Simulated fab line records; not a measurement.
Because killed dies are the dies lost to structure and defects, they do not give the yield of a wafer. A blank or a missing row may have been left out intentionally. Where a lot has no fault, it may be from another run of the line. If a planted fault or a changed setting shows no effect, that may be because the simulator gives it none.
The tool behind it: which one? + flow nand-harc + 15 lots with 45 wafers sampled at 5 steps, on a route of 1302 steps

## WHAT EACH GAUGE READ, for each wafer
NHARC_P_M2_THK_MEAS_24: measures by xrf. Usual: thk-nm 144.3 nm, standard deviation 1.5.
| lot  | measured     | on            | thk-nm (nm)       | flag |
|------|--------------|---------------|-------------------|------|
| L550 | day 6 17:47  | film-metro-01 | 142.5 142.5 142.8 |      |
| L552 | day 7 05:46  | film-metro-02 | 144.4 143.5 144.8 |      |
| L553 | day 7 19:14  | film-metro-01 | 143.6 142.7 144.0 |      |
| L555 | day 8 13:45  | film-metro-01 | 145.5 142.6 142.7 |      |
| L557 | day 9 13:49  | film-metro-02 | 143.0 145.7 146.1 |      |
| L558 | day 9 20:09  | film-metro-02 | 141.9 142.6 146.9 |      |
| L564 | day 12 12:27 | film-metro-02 | 144.4 143.2 142.4 |      |
| L565 | day 12 22:55 | film-metro-02 | 146.4 145.3 145.7 |      |
| L566 | day 13 09:17 | film-metro-01 | 143.4 145.2 145.9 |      |
| L568 | day 14 10:04 | film-metro-01 | 142.8 142.0 143.4 |      |
| L569 | day 14 17:24 | film-metro-02 | 145.2 144.0 142.7 |      |
| L570 | day 14 23:10 | film-metro-01 | 142.7 144.6 146.5 |      |
| L571 | day 15 09:37 | film-metro-01 | 146.6 146.6 144.9 |      |
| L572 | day 15 17:35 | film-metro-02 | 146.1 146.4 144.3 |      |
| L573 | day 16 04:38 | film-metro-02 | 145.6 143.4 143.7 |      |

NHARC_P_BONDPAD_THK_MEAS_33: measures by ellipsometry. Usual: thk-nm 199.8 nm, standard deviation 1.6.
| lot  | measured     | on            | thk-nm (nm)       | flag |
|------|--------------|---------------|-------------------|------|
| L550 | day 6 19:10  | film-metro-01 | 202.2 200.7 201.8 |      |
| L552 | day 7 07:08  | film-metro-02 | 200.6 199.5 200.3 |      |
| L553 | day 7 20:36  | film-metro-02 | 196.8 199.2 198.4 |      |
| L555 | day 8 15:08  | film-metro-01 | 198.4 197.3 196.3 |      |
| L557 | day 9 15:12  | film-metro-02 | 197.5 199.7 199.0 |      |
| L558 | day 9 21:31  | film-metro-01 | 198.2 200.7 197.7 |      |
| L564 | day 12 13:49 | film-metro-01 | 248.2 248.3 248.3 | OFF  |
| L565 | day 13 00:17 | film-metro-02 | 252.6 245.3 252.1 | OFF  |
| L566 | day 13 10:38 | film-metro-02 | 250.0 248.7 256.0 | OFF  |
| L568 | day 14 11:25 | film-metro-02 | 200.7 200.0 200.1 |      |
| L569 | day 14 18:48 | film-metro-01 | 202.2 201.7 200.5 |      |
| L570 | day 15 00:31 | film-metro-01 | 199.6 200.6 201.4 |      |
| L571 | day 15 11:00 | film-metro-01 | 200.9 200.6 200.7 |      |
| L572 | day 15 18:58 | film-metro-01 | 199.6 199.6 201.9 |      |
| L573 | day 16 06:02 | film-metro-02 | 202.0 200.0 203.6 |      |

## EACH LOT AND THE TOOL THAT RAN IT (in order: tool; ch and the chambers of the sampled wafers; start)
| lot  | NHARC_P_M2_ETCH_35                 | NHARC_P_M2_PVD_20                       | NHARC_P_BONDPAD_CMP_32        |
|------|------------------------------------|-----------------------------------------|-------------------------------|
| L550 | rie-diel-10 ch 0,1,2, day 6 15:28  | pvd-sputter-03, day 6 17:47 or earlier  | cmp-03 ch 0,1, day 6 18:56    |
| L552 | rie-diel-10 ch 0,1,3, day 7 03:24  | pvd-sputter-03, day 7 05:46 or earlier  | cmp-03 ch 1,2,3, day 7 06:55  |
| L553 | rie-diel-02 ch 1,2,3, day 7 16:28  | pvd-sputter-02, day 7 19:14 or earlier  | cmp-02 ch 0,2,3, day 7 20:21  |
| L555 | rie-diel-10 ch 0,1,2, day 8 11:25  | pvd-sputter-03, day 8 13:45 or earlier  | cmp-01 ch 0,2, day 8 14:53    |
| L557 | rie-diel-02 ch 1,2,3, day 9 11:29  | pvd-sputter-03, day 9 13:49 or earlier  | cmp-01 ch 0,2,3, day 9 14:57  |
| L558 | rie-diel-10 ch 1,2, day 9 17:44    | pvd-sputter-01, day 9 20:09 or earlier  | cmp-03 ch 0,2, day 9 21:18    |
| L564 | rie-diel-02 ch 1,2,3, day 12 10:06 | pvd-sputter-03, day 12 12:27 or earlier | cmp-01 ch 1,2,3, day 12 13:35 |
| L565 | rie-diel-02 ch 0,2, day 12 20:31   | pvd-sputter-01, day 12 22:55 or earlier | cmp-01 ch 1,2, day 13 00:02   |
| L566 | rie-diel-11 ch 1,3, day 13 06:52   | pvd-sputter-01, day 13 09:17 or earlier | cmp-02 ch 1,2, day 13 10:23   |
| L568 | rie-diel-02 ch 0,3, day 14 07:43   | pvd-sputter-03, day 14 10:04 or earlier | cmp-01 ch 0,2,3, day 14 11:10 |
| L569 | rie-diel-11 ch 1,2,3, day 14 15:01 | pvd-sputter-01, day 14 17:24 or earlier | cmp-03 ch 0,1,3, day 14 18:33 |
| L570 | rie-diel-10 ch 0,1,2, day 14 20:50 | pvd-sputter-03, day 14 23:10 or earlier | cmp-01 ch 0,2,3, day 15 00:18 |
| L571 | rie-diel-02 ch 0,1,3, day 15 07:17 | pvd-sputter-02, day 15 09:37 or earlier | cmp-03 ch 0,1,3, day 15 10:46 |
| L572 | rie-diel-11 ch 0,1,3, day 15 15:14 | pvd-sputter-01, day 15 17:35 or earlier | cmp-02 ch 0,1,2, day 15 18:43 |
| L573 | rie-diel-10 ch 1,2, day 16 02:19   | pvd-sputter-02, day 16 04:38 or earlier | cmp-03 ch 0,3, day 16 05:48   |
- NHARC_P_M2_ETCH_35: etches the open film in N2/H2, target depth 40 nm, overetch 12 nm, time 43.94 s.
- NHARC_P_M2_PVD_20: deposits TaN, target thk 5 nm, time 8.06 s.
- NHARC_P_BONDPAD_CMP_32: polishes SiCN, target thk 200 nm.

## AS READ BY THE TOOLS THEMSELVES (means over the sampled wafers that have a number; for cases with no such wafer, the mark the record gives instead)
NHARC_P_M2_ETCH_35. Usual: chamber-pressure-mTorr 30.003 mTorr, standard deviation 0.029; drypump-motor-current-A 5.8 A, standard deviation 0.41; oes-product-au 1.002 a.u., standard deviation 0.0079; rf-vpp-V 429.2 V, standard deviation 1.7; showerhead-plenum-p-Torr 1.99 Torr, standard deviation 0.051; throttle-valve-pct 14.171 %, standard deviation 0.0095.
| lot  | tool        | chamber-pressure-mTorr (mTorr) | drypump-motor-current-A (A) | oes-product-au (a.u.) | rf-vpp-V (V) | showerhead-plenum-p-Torr (Torr) | throttle-valve-pct (%) | flag |
|------|-------------|--------------------------------|-----------------------------|-----------------------|--------------|---------------------------------|------------------------|------|
| L550 | rie-diel-10 | 29.987                         | 5.6                         | 0.996                 | 429.5        | 2.00                            | 14.171                 |      |
| L552 | rie-diel-10 | 30.001                         | 6.0                         | 1.001                 | 428.2        | 1.99                            | 14.170                 |      |
| L553 | rie-diel-02 | 30.018                         | 5.7                         | 1.002                 | 429.1        | 1.95                            | 14.163                 |      |
| L555 | rie-diel-10 | 30.018                         | 5.6                         | 1.004                 | 430.0        | 2.00                            | 14.176                 |      |
| L557 | rie-diel-02 | 30.004                         | 5.7                         | 1.002                 | 428.6        | 1.95                            | 14.175                 |      |
| L558 | rie-diel-10 | 30.005                         | 5.3                         | 1.000                 | 430.1        | 2.00                            | 14.164                 |      |
| L564 | rie-diel-02 | 29.983                         | 5.7                         | 1.003                 | 428.3        | 1.95                            | 14.180                 |      |
| L565 | rie-diel-02 | 30.006                         | 6.0                         | 1.017                 | 428.4        | 1.95                            | 14.174                 |      |
| L566 | rie-diel-11 | 30.037                         | 5.4                         | 1.002                 | 430.4        | 2.02                            | 14.177                 |      |
| L568 | rie-diel-02 | 29.993                         | 6.1                         | 0.997                 | 428.8        | 2.02                            | 14.172                 |      |
| L569 | rie-diel-11 | 30.001                         | 5.5                         | 1.004                 | 429.5        | 2.02                            | 14.167                 |      |
| L570 | rie-diel-10 | 29.990                         | 5.6                         | 1.002                 | 429.3        | 2.00                            | 14.174                 |      |
| L571 | rie-diel-02 | 30.003                         | 5.9                         | 0.988                 | 428.4        | 1.99                            | 14.173                 |      |
| L572 | rie-diel-11 | 29.999                         | 5.6                         | 1.009                 | 430.6        | 2.06                            | 14.171                 |      |
| L573 | rie-diel-10 | 29.960                         | 5.5                         | 1.011                 | 429.6        | 1.98                            | 14.170                 |      |

NHARC_P_M2_PVD_20. Usual: throttle-valve-pct 29.8 %, standard deviation 1.3.
| lot  | tool           | throttle-valve-pct (%) | flag |
|------|----------------|------------------------|------|
| L550 | pvd-sputter-03 | 32.0                   |      |
| L552 | pvd-sputter-03 | 31.0                   |      |
| L553 | pvd-sputter-02 | 30.2                   |      |
| L555 | pvd-sputter-03 | 30.2                   |      |
| L557 | pvd-sputter-03 | 29.7                   |      |
| L558 | pvd-sputter-01 | 28.8                   |      |
| L564 | pvd-sputter-03 | 29.8                   |      |
| L565 | pvd-sputter-01 | 28.8                   |      |
| L566 | pvd-sputter-01 | 29.3                   |      |
| L568 | pvd-sputter-03 | 30.5                   |      |
| L569 | pvd-sputter-01 | 29.1                   |      |
| L570 | pvd-sputter-03 | 30.2                   |      |
| L571 | pvd-sputter-02 | 30.9                   |      |
| L572 | pvd-sputter-01 | 28.7                   |      |
| L573 | pvd-sputter-02 | 29.6                   |      |

NHARC_P_BONDPAD_CMP_32. Usual: edge-zone-pressure-frac 1.001, standard deviation 0.0046; motor-current-A 12.5 A, standard deviation 0.92.
| lot  | tool   | edge-zone-pressure-frac | motor-current-A (A) | flag |
|------|--------|-------------------------|---------------------|------|
| L550 | cmp-03 | 0.999                   | 11.5                |      |
| L552 | cmp-03 | 1.006                   | 12.1                |      |
| L553 | cmp-02 | 0.998                   | 12.6                |      |
| L555 | cmp-01 | 1.004                   | 13.4                |      |
| L557 | cmp-01 | 1.002                   | 13.0                |      |
| L558 | cmp-03 | 1.000                   | 11.9                |      |
| L564 | cmp-01 | -                       | -                   | OFF  |
| L565 | cmp-01 | -                       | -                   | OFF  |
| L566 | cmp-02 | -                       | -                   | OFF  |
| L568 | cmp-01 | 1.001                   | 12.7                |      |
| L569 | cmp-03 | 1.002                   | 11.9                |      |
| L570 | cmp-01 | 1.003                   | 12.9                |      |
| L571 | cmp-03 | 1.004                   | 11.9                |      |
| L572 | cmp-02 | 1.002                   | 12.1                |      |
| L573 | cmp-03 | 0.998                   | 11.1                |      |

## THE ANSWER, worked out from the rows above alone
Rule: a lot counts as off when the mean over its wafers that have a number is more than 3 standard deviations away from the usual mean. Also off: a lot with no number at a reading for which 4 or more lots have one. The other lots that the step has rows for count as sound. After the gauges, taken in route order, come the tools' own readings; for these a lot's mean is taken, as printed above. The first step at which some lot is off is used, and at that step the reading that is off furthest; a lot without a number counts as furthest.
Off: L564, L565, L566 (NHARC_P_BONDPAD_THK_MEAS_33, thk-nm).
If a tool, at a process step before that reading, ran all the lots that are off and no sound lot after the first of them, it fits. The gauges at NHARC_P_BONDPAD_THK_MEAS_33 aren't tried: what is off there is off at NHARC_P_BONDPAD_CMP_32 too, on other tools, and a gauge's error can't cause that. NHARC_P_M2_PVD_20 gives no start for some lots, so the hours and the order of its lots are those of NHARC_P_M2_THK_MEAS_24. None of those tried fits.

## WHAT THE SIMULATOR PUT IN
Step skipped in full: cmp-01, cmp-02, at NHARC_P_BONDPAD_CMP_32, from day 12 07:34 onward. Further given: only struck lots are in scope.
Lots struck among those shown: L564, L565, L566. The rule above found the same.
